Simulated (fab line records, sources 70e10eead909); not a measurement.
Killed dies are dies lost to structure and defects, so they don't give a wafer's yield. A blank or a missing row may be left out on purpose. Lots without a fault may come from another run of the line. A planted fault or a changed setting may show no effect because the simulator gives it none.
Which tool did it? | flow nand_harc | 12 lots, 36 wafers sampled, at 2 steps of a route of 1302

WHAT THE GAUGES READ, wafer by wafer
NHARC_A_M1_OVL_MEAS_10: pitch 240 nm.
lot  | measured     | on         | overlay_x_nm (nm)
L077 | day 23 19:19 | overlay-01 | -0.3 0.0 -0.1
L076 | day 24 00:41 | overlay-02 | -0.6 -0.8 -0.3
L079 | day 24 23:17 | overlay-02 | 0.2 -0.6 0.0
L081 | day 26 03:43 | overlay-01 | 1.2 0.7 1.0
L083 | day 26 14:34 | overlay-01 | 1.6 1.8 1.1
L086 | day 26 21:42 | overlay-01 | 0.7 1.0 0.6
L087 | day 28 11:17 | overlay-02 | 0.3 0.0 0.3
L089 | day 28 16:56 | overlay-01 | 0.4 0.4 0.0
L093 | day 30 11:23 | overlay-01 | -1.1 -1.4 -1.2
L091 | day 30 14:53 | overlay-02 | 0.7 0.6 0.5
L095 | day 31 20:13 | overlay-01 | -0.3 -0.5 0.0
L097 | day 32 05:22 | overlay-02 | -0.6 -0.3 -0.3

WHICH TOOL RAN EACH LOT (tool, then ch and the chambers of the sampled wafers, then the start)
lot  | NHARC_A_M0_ANNEAL_30
L077 | rtp_anneal-01 ch 0, day 23 17:03
L076 | rtp_anneal-01 ch 0, day 23 22:34
L079 | rtp_anneal-02 ch 0, day 24 21:13
L081 | rtp_anneal-02 ch 0, day 25 23:52
L083 | rtp_anneal-02 ch 0, day 26 12:16
L086 | rtp_anneal-02 ch 0, day 26 19:27
L087 | rtp_anneal-01 ch 0, day 28 09:04
L089 | rtp_anneal-02 ch 0, day 28 14:38
L093 | rtp_anneal-02 ch 0, day 30 08:49
L091 | rtp_anneal-01 ch 0, day 30 12:35
L095 | rtp_anneal-02 ch 0, day 31 17:58
L097 | rtp_anneal-01 ch 0, day 32 03:04
- NHARC_A_M0_ANNEAL_30: time 90 s.

THE ANSWER, worked out from the rows above alone
Rule: what is usual is taken from the lots themselves. Put in order of their means at a reading, lots are off if they are a third of the lots or fewer, leave a main group of 4 or more, and stand apart from it by a gap of 3 or more times the standard deviation of the main group's means; of several such gaps the widest counts. A main group whose means are all the same, to the digits that the tables above print for the reading, isn't used. A lot without any number at a reading at which 4 lots or more have one is off too. The other lots that the step has rows for count as sound.
No lot is off at any reading shown: from this, nothing can be told.

WHAT THE SIMULATOR HAD PUT IN
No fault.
